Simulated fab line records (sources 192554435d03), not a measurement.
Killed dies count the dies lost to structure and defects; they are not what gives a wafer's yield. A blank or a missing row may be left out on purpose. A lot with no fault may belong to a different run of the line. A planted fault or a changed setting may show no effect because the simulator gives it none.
fab line records	flow n5_finfet
record lots=10	wafers=30	last_day=17
route steps=1938 shown BEOL_M4@1111 BEOL_M5@1145 MIM_BOT@1833 MIM_TOP_ETCH@1851 PASSIVATION@1930
lots that met no fault: from a run of the same line without faults
start_h: the number of hours between the record's first day and the start of the first shown wafer of the lot	wait_h: hours since the lot's step before	" unchanged from the row above	L1.1+2: several wafers, shown together as one row	- no value, or no start was given	* or withheld: withheld	< > ~ a bound
route shown NAME@n: NAME is a module with steps in the file, n the number in the route of the first one	usual: mean/standard deviation taken from wafers without a fault	same: alike in all rows	chamber/n: place in a boat	sites: the reading at each site	_std_site: standard deviation across them	_edge_site: mean of outer sites minus mean of inner sites	radius_mm: for every site, how far away it sits from the centre of the wafer	mask NAME#n: copy n	behind: the last tool/chamber to shape the wafer	hold: cause of the lot's hold/its duration in hours/its outcome	device: the transistor (n, p or np) that didn't switch	end of line: tests of these same wafers at the route's end	a step with no rows: only its recipe	killed: the dies lost at the first sort to structure and to defects; this is not the yield of the wafer	map: dies across one wafer; x = killed, . = not, _ = none there
set.NAME: the run value of the setting; set.NAME@STEP: its run value at that earlier step	model.NAME: the simulator's own value behind a step, which no gauge read
one table for each step of the route and one row for each wafer, over a sample of lots
services: when a tool's chamber went out of use (start_h, in hours from the record's first day, below 0 if earlier), for how many hours, and the reason
## steps
# step N5_BEOL_M4_RC_MEAS_101
# usual DIBL_N=36.5/2.2	DIBL_P=36.9/2.9	IOFF_N=0.17/0.044	IOFF_P=0.22/0.052	ION_N=671/16	ION_P=461/10	SS_N=71.6/0.73	SS_P=73.5/0.79	VT_N=250/4.1	VT_P=-250/4.1
lot.wafer	tool	chamber	start_h	wait_h	DIBL_N[mV/V]	DIBL_P[mV/V]	IOFF_N[nA/um]	IOFF_P[nA/um]	ION_N[uA/um]	ION_P[uA/um]	SS_N[mV/dec]	SS_P[mV/dec]	VT_N[mV]	VT_P[mV]
L744.2	prober-02	0	196.53	0.2	35.9	36.2	0.15	0.21	666	459	70.7	73.0	249	-249
L744.5	"	0	"	"	36.7	36.3	0.15	0.20	656	453	71.3	73.7	250	-252
L744.6	"	0	"	"	35.2	36.0	0.14	0.21	664	461	71.9	73.2	253	-248
L746.1	prober-01	0	207.00	0.0	37.2	35.2	0.16	0.19	653	439	72.2	72.8	253	-253
L746.3	"	0	"	"	35.6	36.2	0.14	0.22	658	462	71.2	72.7	254	-250
L746.6	"	0	"	"	36.1	35.9	0.15	0.22	670	457	71.4	73.2	253	-251
L748.1	prober-02	0	207.74	0.0	36.2	37.7	0.19	0.27	680	476	71.6	73.3	245	-245
L748.3	"	0	"	"	35.3	36.1	0.17	0.24	671	462	70.7	73.0	249	-247
L748.4	"	0	"	"	36.0	37.1	0.16	0.24	668	467	71.7	74.0	251	-249
L747.4	prober-02	0	209.55	0.5	35.4	33.8	0.14	0.16	645	443	71.9	72.2	251	-253
L747.5	"	0	"	"	36.6	36.8	0.15	0.21	653	449	72.1	73.5	252	-249
L747.6	"	0	"	"	31.5	31.6	0.09	0.14	640	446	70.9	71.8	257	-253
L752.3	prober-01	0	234.27	0.3	38.5	37.3	0.19	0.25	694	466	72.3	73.6	247	-248
L752.4	"	0	"	"	42.5	43.5	0.31	0.40	705	483	72.5	75.3	241	-241
L752.5	"	0	"	"	39.5	39.5	0.23	0.30	695	477	72.6	73.9	247	-245
L751.2	prober-01	0	242.80	0.2	35.8	35.2	0.14	0.19	670	454	71.9	73.4	253	-253
L751.3	"	0	"	"	37.1	38.6	0.16	0.24	652	453	72.5	73.8	248	-250
L751.6	"	0	"	"	34.8	32.0	0.13	0.14	638	436	72.4	72.6	258	-258
L754.1	prober-01	0	260.88	0.0	33.4	32.6	0.11	0.14	661	448	70.1	73.1	256	-258
L754.4	"	0	"	"	38.8	38.4	0.19	0.21	669	446	72.4	73.8	251	-252
L754.6	"	0	"	"	36.5	35.0	0.14	0.17	657	454	71.5	72.4	254	-255
L756.1	prober-02	0	265.89	0.2	35.8	35.7	0.16	0.19	689	471	71.6	73.1	247	-249
L756.2	"	0	"	"	38.2	39.1	0.18	0.24	670	456	71.8	73.7	248	-249
L756.4	"	0	"	"	36.5	37.2	0.17	0.22	680	466	71.3	73.1	249	-251
L757.1	prober-02	0	268.56	0.0	37.9	38.3	0.17	0.21	665	449	72.2	73.9	251	-253
L757.3	"	0	"	"	35.5	35.7	0.13	0.18	670	458	71.1	73.5	252	-253
L757.5	"	0	"	"	36.0	36.9	0.14	0.20	668	454	71.4	73.4	254	-252
L760.2	prober-02	0	290.77	0.2	34.6	35.2	0.13	0.19	662	461	71.6	72.9	252	-250
L760.3	"	0	"	"	38.4	41.1	0.23	0.30	700	477	71.5	74.3	240	-246
L760.4	"	0	"	"	37.3	39.9	0.18	0.30	656	459	71.9	74.1	248	-244
# step N5_BEOL_M5_EXPOSE_25
# recipe mask_id=V4	na=0.33	source_shape=quasar	sigma_inner=0.2	sigma_outer=0.6	polarization=unpolarized	defocus_nm=10	dose_mj=52.75
# usual stage_msd_nm=0.783/0.011
lot.wafer	tool	chamber	start_h	wait_h	mask	stage_msd_nm
L744.2	euv_scanner-02	0	201.16	-	V4#0	0.785
L744.5	"	0	"	"	V4#0	0.786
L744.6	"	0	"	"	V4#0	0.781
L746.1	euv_scanner-02	0	210.85	-	V4#0	0.784
L746.3	"	0	"	"	V4#0	0.779
L746.6	"	0	"	"	V4#0	0.782
L748.1	euv_scanner-02	0	210.90	-	V4#0	0.783
L748.3	"	0	"	"	V4#0	0.779
L748.4	"	0	"	"	V4#0	0.781
L747.4	euv_scanner-02	0	218.24	-	V4#0	0.783
L747.5	"	0	"	"	V4#0	0.780
L747.6	"	0	"	"	V4#0	0.779
L752.3	euv_scanner-01	0	237.77	-	V4#0	0.794
L752.4	"	0	"	"	V4#0	0.798
L752.5	"	0	"	"	V4#0	0.793
L751.2	euv_scanner-01	0	246.46	-	V4#0	0.794
L751.3	"	0	"	"	V4#0	0.795
L751.6	"	0	"	"	V4#0	0.795
L754.1	euv_scanner-02	0	266.15	-	V4#0	0.777
L754.4	"	0	"	"	V4#0	0.776
L754.6	"	0	"	"	V4#0	0.780
L756.1	euv_scanner-02	0	269.14	-	V4#0	0.778
L756.2	"	0	"	"	V4#0	0.780
L756.4	"	0	"	"	V4#0	0.775
L757.1	euv_scanner-02	0	274.04	-	V4#0	0.781
L757.3	"	0	"	"	V4#0	0.779
L757.5	"	0	"	"	V4#0	0.777
L760.2	euv_scanner-02	0	294.93	-	V4#0	0.771
L760.3	"	0	"	"	V4#0	0.770
L760.4	"	0	"	"	V4#0	0.773
# step N5_MIM_BOT_SPUTTER_00
# recipe material=TiN	target_thk_a=350	temp_c=200	power_w=3000	chamber_pressure_pa=0.49996	gas=Ar	reactive_partial_pa=0.37997	time_s=89.7
# usual chamber_pressure_pa=0.5000/0.001	susceptor_temp_C=199.99/0.17	throttle_valve_pct=30.3/0.67
lot.wafer	tool	chamber	start_h	wait_h	chamber_pressure_pa	susceptor_temp_C	throttle_valve_pct
L744.2	pvd_sputter-02	-	293.05	0.0	0.5002	200.06	31.5
L744.5	"	-	"	"	0.5007	199.90	30.0
L744.6	"	-	"	"	0.4996	199.90	30.6
L748.1	pvd_sputter-01	-	301.30	0.0	0.5017	199.98	30.9
L748.3	"	-	"	"	0.4987	200.03	29.3
L748.4	"	-	"	"	0.4998	200.13	30.2
L746.1	pvd_sputter-02	-	310.62	0.0	0.5008	199.96	29.8
L746.3	"	-	"	"	0.5021	199.76	31.5
L746.6	"	-	"	"	0.4995	199.79	30.8
L747.4	pvd_sputter-03	-	310.62	0.0	0.4987	200.03	29.1
L747.5	"	-	"	"	0.5008	200.22	29.8
L747.6	"	-	"	"	0.4990	200.20	30.2
L752.3	pvd_sputter-02	-	332.69	0.0	0.5013	200.31	31.5
L752.4	"	-	"	"	0.4999	200.08	29.9
L752.5	"	-	"	"	0.4997	200.18	30.4
L751.2	pvd_sputter-01	-	337.04	0.0	0.4996	199.66	30.9
L751.3	"	-	"	"	0.5003	199.97	31.1
L751.6	"	-	"	"	0.4984	200.09	30.3
L754.1	pvd_sputter-03	-	366.51	0.0	0.5007	200.13	29.3
L754.4	"	-	"	"	0.5010	199.90	30.3
L754.6	"	-	"	"	0.5000	200.17	30.4
L760.2	pvd_sputter-02	-	388.61	0.0	0.4993	200.03	31.5
# step N5_MIM_TOP_ETCH_ETCH_00
# recipe chemistry=Cl2/BCl3	target=TiN	target_depth_a=385	ion_energy_ev=150	pressure_mtorr=10	icp_w=1000	bias_w=126	Cl2_flow_sccm=53.25	bcl3_flow_sccm=21.75	Ar_flow_sccm=25
# usual bias_w=126.1/0.38	drypump_motor_current_A=5.7/0.39	he_backside_leak_sccm=3.5/0.45	oes_product_au=0.83/0.074	throttle_valve_pct=22.8/0.31
lot.wafer	tool	chamber	start_h	wait_h	bias_w	drypump_motor_current_A	he_backside_leak_sccm	oes_product_au	rf_hours_counter_h	throttle_valve_pct
L744.2	rie_metal-02	0	294.39	0.1	126.2	5.8	3.6	0.65	115	22.9
L744.5	"	1	"	"	126.3	5.6	3.2	0.79	-	23.2
L744.6	"	0	"	"	126.2	5.8	3.6	0.65	-	22.9
L748.1	rie_metal-03	1	303.15	0.1	126.2	6.2	3.6	0.80	32	22.6
L748.3	"	1	"	"	126.1	6.2	3.6	0.80	-	22.6
L748.4	"	0	"	"	126.0	5.4	3.4	0.80	-	22.5
L747.4	rie_metal-03	1	312.43	0.1	125.6	6.2	3.3	0.80	-	22.6
L747.5	"	1	"	"	125.9	6.2	3.5	0.80	-	22.6
L747.6	"	0	"	"	126.4	5.3	3.5	0.79	-	22.5
L746.1	rie_metal-01	1	312.51	0.1	126.0	6.2	3.2	0.90	3	23.1
L746.3	"	0	"	"	125.0	5.2	3.0	0.93	-	22.3
L746.6	"	0	"	"	125.1	5.2	2.9	0.93	-	22.3
L752.3	rie_metal-02	1	334.40	0.1	127.1	5.6	3.7	0.77	-	23.2
L752.4	"	0	"	"	125.9	5.8	3.4	1.01	-	22.9
L752.5	"	0	"	"	125.8	5.8	3.4	1.02	-	22.9
L751.2	rie_metal-01	1	339.97	0.1	126.6	6.2	3.1	0.88	5	23.1
L751.3	"	1	"	"	126.3	6.2	3.1	0.89	-	23.1
L751.6	"	0	"	"	126.0	5.2	3.0	0.92	-	22.3
L754.1	rie_metal-02	0	368.68	0.1	126.3	5.8	3.5	0.97	3	22.9
L754.4	"	0	"	"	125.7	5.8	3.5	0.95	-	22.9
L754.6	"	1	"	"	125.9	5.6	3.9	0.78	-	23.2
L760.2	rie_metal-01	0	390.50	0.1	126.2	5.2	2.9	0.91	10	22.3
# step N5_PASSIVATION_ETCH_54
# recipe chemistry=CHF3/O2	target=SiO2	target_depth_a=8800	CHF3_flow_sccm=50	O2_flow_sccm=5	Ar_flow_sccm=200	time_s=440	mask_material=PR	pressure_mtorr=30	source_w=650	bias_w=170	ion_energy_ev=200
# usual bias_w=169.9/0.48	drypump_motor_current_A=5.6/0.52	oes_product_au=0.80/0.092	rf_vpp_V=515/14	showerhead_plenum_p_Torr=2.41/0.052	throttle_valve_pct=18.83/0.22
lot.wafer	tool	chamber	start_h	wait_h	bias_w	drypump_motor_current_A	oes_product_au	rf_hours_counter_h	rf_vpp_V	showerhead_plenum_p_Torr	throttle_valve_pct
L744.2	rie_diel-05	2	304.96	0.1	169.4	5.9	0.80	98	497	2.35	18.70
L744.5	"	0	"	"	169.6	6.3	0.75	-	503	2.31	18.84
L744.6	"	1	"	"	170.0	4.9	0.67	-	513	2.41	18.84
L748.1	rie_diel-05	0	309.15	0.1	170.3	6.3	0.74	172	502	2.31	18.84
L748.3	"	2	"	"	169.8	5.9	0.79	100	494	2.34	18.70
L748.4	"	2	"	"	169.8	5.9	0.80	-	496	2.34	18.69
L747.4	rie_diel-06	3	320.67	0.1	168.3	4.8	0.83	84	531	2.34	18.36
L747.5	"	2	"	"	169.9	5.4	0.86	-	530	2.42	18.70
L747.6	"	1	"	"	169.9	6.5	0.78	-	524	2.42	18.41
L746.1	rie_diel-06	0	321.89	0.1	169.8	5.3	0.72	225	504	2.48	19.13
L746.3	"	2	"	"	169.2	5.4	0.85	54	530	2.42	18.71
L746.6	"	0	"	"	169.9	5.3	0.71	-	503	2.48	19.12
L752.3	rie_diel-05	1	342.60	0.1	169.9	4.9	0.67	247	514	2.40	18.86
L752.4	"	1	"	"	169.9	4.9	0.67	-	514	2.40	18.85
L752.5	"	2	"	"	170.0	5.9	0.79	-	495	2.34	18.73
L751.2	rie_diel-02	3	345.94	0.1	169.7	5.3	0.84	52	498	2.44	18.94
L751.3	"	0	"	"	170.2	6.1	0.90	22	537	2.46	18.98
L751.6	"	3	"	"	169.3	5.3	0.84	-	499	2.44	18.95
L754.1	rie_diel-02	1	378.01	0.1	170.3	5.7	0.71	211	523	2.39	19.13
L754.4	"	3	"	"	170.0	5.3	0.83	65	499	2.43	18.96
L754.6	"	2	"	"	169.8	5.1	0.98	-	516	2.47	18.63
L760.2	rie_diel-02	3	399.56	0.1	170.6	5.3	0.81	73	498	2.43	19.00
# step N5_PASSIVATION_PROBE_49
# usual defect_limited_yield=91.3/1.4	killed_at_M0_to_M3=36/10	killed_at_M4_up=13/5.4	killed_at_contacts=12/5.3	killed_at_front_end=39/10	killed_at_other=3.2/2.7	killed_dies=103/16	killed_on_rim=13/4	killed_open=68/13	killed_short=33/6.6	sort_bin_4_leakage=0.01/0.031	sort_bin_5_function=5.1/0.92	sort_bin_6_memory=3.3/0.68	sort_bin_8_speed=0.1/0.41	sort_n_pass=1077/17	sort_yield_pct=91.2/1.4
# same gross_dies=1180	killed_at_back_side=0
lot.wafer	tool	chamber	start_h	wait_h	defect_limited_yield[%]	killed_at_M0_to_M3	killed_at_M4_up	killed_at_contacts	killed_at_front_end	killed_at_other	killed_dies	killed_on_rim	killed_open	killed_short	sort_bin_4_leakage[%]	sort_bin_5_function[%]	sort_bin_6_memory[%]	sort_bin_8_speed[%]	sort_n_pass	sort_yield_pct[%]
L757.1	prober-02	-	374.82	0.0	0	37	1092	10	41	0	1180	152	62	36	0	5.2	2.9	0	0	0
L757.3	prober-02	-	374.92	0.1	0	31	1103	13	33	0	1180	152	77	19	0	5.5	2.7	0	0	0
L757.5	prober-02	-	375.02	0.2	0	34	1103	16	27	0	1180	152	54	31	0	4.2	3.0	0	0	0
L756.1	prober-01	-	390.21	0.0	0	28	1099	7	45	1	1180	152	65	25	0	8.3	2.7	0	0	0
L756.2	prober-01	-	390.26	0.1	0	37	1087	24	25	7	1180	152	60	36	0	21.6	3.4	0	0	0
L756.4	prober-01	-	390.36	0.2	0	25	1106	10	32	7	1180	152	52	31	0	3.8	3.3	0	0	0
L760.2	prober-01	-	402.41	0.1	90.9	21	47	9	29	1	107	5	54	16	0	5.9	3.0	0	1073	90.9
L760.3	prober-01	-	402.46	0.1	7.0	34	986	23	50	4	1097	137	74	37	0	66.9	14.1	0	83	7.0
L760.4	prober-01	-	402.51	0.2	1.8	25	1079	22	31	2	1159	151	64	24	0	72.1	10.3	0	21	1.8
# killed by level:class
L757.1 BEOL_M5:area_expose=1078 BEOL_M0_SAQP:geometric_particle:short=15 FIN_SAQP:geometric_particle:open=12 BEOL_M0_SAQP:geometric_particle:open=9 MOL_CONTACT_COAG:geometric_particle:open=8 BEOL_M4:geometric_particle:open=8 FIN_SAQP:geometric_particle:short=5 BEOL_M1:geometric_particle:open=5
L757.3 BEOL_M5:area_expose=1083 MOL_CONTACT_COAG:geometric_particle:open=11 BEOL_M1:geometric_particle:open=9 BEOL_M0_SAQP:geometric_particle:open=8 BEOL_M4:geometric_particle:open=8 DUMMY_GATE:geometric_particle:open=7 FIN_SAQP:geometric_particle:open=6 BEOL_M0_SAQP:geometric_particle:short=5
L757.5 BEOL_M5:area_expose=1093 BEOL_M0_SAQP:geometric_particle:open=12 MOL_CONTACT_COAG:geometric_particle:open=10 FIN_SAQP:geometric_particle:short=8 BEOL_M0:geometric_particle:open=7 MOL_CONTACT_COAG:geometric_particle:short=6 BEOL_M0_SAQP:geometric_particle:short=6 FIN_SAQP:geometric_particle:open=4
L756.1 BEOL_M5:area_expose=1087 DUMMY_GATE:geometric_particle:open=11 FIN_SAQP:geometric_particle:open=7 BEOL_M3:geometric_particle:open=7 MOL_CONTACT_COAG:geometric_particle:open=6 BEOL_M1:geometric_particle:open=6 STI_FIN_REVEAL:geometric_particle:open=5 BEOL_M0_SAQP:geometric_particle:short=4
L756.2 BEOL_M5:area_expose=1082 MOL_CONTACT_COAG:geometric_particle:open=18 BEOL_M0_SAQP:geometric_particle:short=8 BEOL_M0:geometric_particle:open=8 MOL_CONTACT_COAG:geometric_particle:short=6 BEOL_M0_SAQP:geometric_particle:open=6 MIM_TOP_ETCH:geometric_particle:short=6 BEOL_M1:geometric_particle:open=5
L756.4 BEOL_M5:area_expose=1097 MOL_CONTACT_COAG:geometric_particle:open=9 BEOL_M0_SAQP:geometric_particle:short=8 BEOL_M2:geometric_particle:open=6 STI_FIN_REVEAL:geometric_particle:open=5 DUMMY_GATE:geometric_particle:open=4 ILD0:geometric_particle:open=4 MIM_TOP_ETCH:geometric_particle:short=4
L760.2 BEOL_M5:area_expose=33 STI_FIN_REVEAL:geometric_particle:open=11 BEOL_M4:geometric_particle:open=8 MOL_CONTACT_COAG:geometric_particle:open=6 ILD0:geometric_particle:open=4 BEOL_M0_SAQP:geometric_particle:short=4 BEOL_M0:geometric_particle:open=4 BEOL_M2:geometric_particle:open=4
L760.3 BEOL_M5:area_expose=983 MOL_CONTACT_COAG:geometric_particle:open=17 FIN_SAQP:geometric_particle:short=10 STI_FIN_REVEAL:geometric_particle:open=10 BEOL_M1:geometric_particle:open=10 BEOL_M2:geometric_particle:open=10 FIN_SAQP:geometric_particle:open=8 GATE_CUT:geometric_particle:short=7
L760.4 BEOL_M5:area_expose=1065 MOL_CONTACT_COAG:geometric_particle:open=16 BEOL_M2:geometric_particle:open=8 MOL_CONTACT_COAG:geometric_particle:short=6 BEOL_M4:geometric_particle:open=6 FIN_SAQP:geometric_particle:open=5 STI_FIN_REVEAL:geometric_particle:open=5 DUMMY_GATE:geometric_particle:open=5
## services
tool	chamber	start_h	hours	kind
rie_diel-05	3	211.18	8.2	repair
euv_scanner-02	-	216.43	1.0	pm
rie_metal-01	1	217.03	3.9	repair
euv_scanner-01	-	217.44	1.0	pm
euv_scanner-01	-	222.15	4.6	pm
rie_metal-02	-	226.85	2.8	pm
rie_metal-01	-	227.83	0.3	repair
rie_diel-05	1	231.51	7.3	repair
rie_metal-02	1	241.66	7.5	repair
rie_metal-01	1	255.86	23.3	repair
rie_diel-02	0	271.52	9.9	repair
euv_scanner-02	-	272.58	1.0	pm
euv_scanner-02	-	274.56	0.1	repair
euv_scanner-02	-	280.02	5.0	repair
rie_diel-02	3	287.60	16.7	repair
euv_scanner-02	-	306.30	0.7	repair
euv_scanner-02	-	328.73	1.0	pm
rie_metal-02	-	331.82	0.9	repair
rie_diel-02	1	334.26	5.1	repair
euv_scanner-02	-	340.57	8.5	repair
euv_scanner-02	-	356.68	12.0	pm
rie_metal-01	-	373.97	2.8	pm
rie_diel-05	2	374.65	24.2	repair
euv_scanner-02	-	384.88	1.0	pm
## key
first_sign step=N5_PASSIVATION_PROBE_49	reading=killed_at_M4_up	direction=up	sigmas=99+	usual=13	struck=967
effect step=N5_PASSIVATION_PROBE_49	reading=defect_limited_yield	direction=down	sigmas=58	usual=91.3	struck=11.1
more_kills_born_at N5_BEOL_M5_EXPOSE_25@euv_scanner-02=8601
met_at N5_BEOL_M5_EXPOSE_25
struck_lots L756,L757,L760
later_rows_left_out L756.1,L756.2,L756.4,L757.1,L757.3,L757.5,L760.3,L760.4
loop_trim step=N5_BEOL_M5_EXPOSE_25	setting=dose	lots=L760
not_acting_at N5_MIM_BOT_SPUTTER_00,N5_MIM_TOP_ETCH_ETCH_00,N5_PASSIVATION_ETCH_54
onset_between 266.15 269.14
fault kind=process_parameter_drift	tool=euv_scanner-02	chamber=-	onset_h=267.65	steps=N5_BEOL_M5_EXPOSE_25	channel=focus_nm	offset=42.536	spread_by_wafer=0.3	shape=step
# later_rows_left_out: the simulator's readings of these wafers behind a module that went badly wrong aren't trusted and aren't shown, but for the sort
# loop_trim: a control loop set the setting to another value than it would have without faults
